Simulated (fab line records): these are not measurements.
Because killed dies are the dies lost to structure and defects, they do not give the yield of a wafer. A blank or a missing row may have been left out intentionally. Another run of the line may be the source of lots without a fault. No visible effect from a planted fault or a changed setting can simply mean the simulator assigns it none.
A struck lot beside a sound one | flow nand harc | 16 out of 1302 route steps
Sound: these wafers, L437.3, L437.4, L437.6. The struck wafers were L450.2, L450.4, L450.5. At the end, the cause is stated.
Per side, at each step with rows, come the tool, then ch with its chambers, and then its first start. Under that, the readings that differ: sound wafers | struck wafers | difference of the means | sigmas: that difference in standard deviations of wafers without a fault.
alike: readings with means less than 2 such deviations apart, plus words and numbers identical on both sides. not compared: withheld readings, readings lacking a value on some wafer, bounds such as >300 that could conceal the same value, and numbers that have no deviation in the record and whose values overlap.
Wherever a step has rows on one side only, a row that says differs or no value, or a row with sigmas, the two part there. When numbers do not overlap yet have no deviation, they are printed without sigmas and do not part them. A reading missing from all wafers of one side parts the sides only when that side holds two or more wafers.

NHARC_A_ONON_D2_THK_MEAS_05: measures by ellipsometry.
  struck on film metro-01, day 18 17:12; sound on film metro-02, day 13 06:52
  alike: thk nm
then, no rows for these wafers at 1 step: NHARC_A_ONON_D2_DEP_06 (target thk 1000 nm).
NHARC_A_ONON_D2_THK_MEAS_08: measures by ellipsometry.
  struck on film metro-02, day 18 17:46; sound on film metro-02, day 13 07:27
  alike: thk nm
then, no rows for these wafers at 1 step: NHARC_A_ONON_D2_DEP_09 (target thk 1000 nm).
NHARC_A_ONON_D2_THK_MEAS_11: measures by ellipsometry.
  struck on film metro-01, day 18 18:20; sound on film metro-02, day 13 08:01
  alike: thk nm
then, no rows for these wafers at 1 step: NHARC_A_ONON_D2_DEP_12 (target thk 1000 nm).
NHARC_A_ONON_D2_THK_MEAS_14: measures by ellipsometry.
  struck on film metro-02, day 18 18:54; sound on film metro-02, day 13 08:37
  alike: thk nm
then, 2 steps without rows for these wafers: NHARC_A_ONON_D2_ANNEAL_15 (time 3600 s); NHARC_A_ONON_D2_DEP_16 (target thk 1000 nm).
NHARC_A_ONON_D2_THK_MEAS_18: measures by ellipsometry.
  struck on film metro-02, day 19 02:14; sound on film metro-02, day 13 15:56
  reading     | sound          | struck      | difference | sigmas
  thk nm (nm) | 1016 1017 1015 | 984 985 985 | -31        | -2
then, no rows for these wafers at 1 step: NHARC_A_ONON_D2_DEP_19 (target thk 1000 nm).
NHARC_A_ONON_D2_THK_MEAS_21: measures by ellipsometry.
  struck on film metro-02, day 19 02:49; sound on film metro-02, day 13 16:30
  alike: thk nm
NHARC_A_ONON_D2_DEP_22: target thk 1000 nm.
  sound on pecvd onon-02 ch 0, day 13 16:41; struck on pecvd onon-01 ch 0, day 19 02:55
NHARC_A_ONON_D2_THK_MEAS_24: measures by ellipsometry.
  struck on film metro-01, day 19 03:23; sound on film metro-02, day 13 17:05
  reading     | sound          | struck      | difference | sigmas
  thk nm (nm) | 1010 1011 1010 | 635 635 635 | -375       | -34
then, no rows for these wafers at 1 step: NHARC_A_ONON_D2_DEP_25 (target thk 1000 nm).
-- record jumps: 11 days between struck wafers' starts before vs after; left off in module A_ONON_D2, resumes in module END, first step shown is number 1302 of the route --
NHARC_END_SORT_01:
  here the record holds rows for the struck wafers (prober-02 ch 0, day 30 09:49) but none for the sound ones

== WHERE THEY PART ==
Earliest at NHARC_A_ONON_D2_THK_MEAS_18; latest, in this record, at NHARC_END_SORT_01.

WHY: the cause the simulator had injected
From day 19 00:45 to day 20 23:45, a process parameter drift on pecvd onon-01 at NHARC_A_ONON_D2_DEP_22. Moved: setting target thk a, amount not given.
